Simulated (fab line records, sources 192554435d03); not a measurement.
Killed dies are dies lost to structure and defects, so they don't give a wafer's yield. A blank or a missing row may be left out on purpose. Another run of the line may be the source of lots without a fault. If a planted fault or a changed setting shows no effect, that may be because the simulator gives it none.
Chamber matching    flow n5Finfet    4 sister chambers for N5_BEOL_M11_STRIP_19 on rieDiel-05
The step strips in O2. 4 wafers are shown with their chamber, then 9 later ones without.

== WAFERS, EACH WITH ITS CHAMBER ==
wafer   chamber  showerheadPlenumPTorr (Torr)
L086.1  3        2.07
L086.4  2        2.11
L087.1  1        2.11
L087.6  0        2.17

== WAFERS WITHOUT THEIR CHAMBER ==
wafer   showerheadPlenumPTorr (Torr)
L089.1  2.10
L089.2  2.06
L089.3  2.11
L091.1  2.10
L091.2  2.17
L091.6  2.10
L097.1  2.06
L097.2  2.16
L097.4  2.10

== WHICH CHAMBER EACH WENT THROUGH ==
wafer   from the rows above      in truth
L089.1  can't be placed: 1 or 2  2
L089.2  3                        3
L089.3  can't be placed: 1 or 2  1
L091.1  can't be placed: 1 or 2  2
L091.2  0                        0
L091.6  can't be placed: 1 or 2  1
L097.1  3                        3
L097.2  0                        0
L097.4  can't be placed: 1 or 2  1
Correct placement for 4 of the 9. Can't be placed from these rows: 5 (the true chamber is among the candidates in 5). Wrongly placed: 0.
How it was worked out, from the rows above alone: a wafer's distance from a chamber is the root of the sum, over the readings, of the square of ((its reading less the chamber's mean) divided by the reading's scatter). If the next closest chamber is less than 2 further off than the closest, the wafer can't be placed; otherwise it belongs to the closest. A chamber's mean is the mean of its shown wafers. The scatter: with one shown wafer a chamber, the root of the mean of the squares of how far each hidden wafer lies from its nearest shown one.
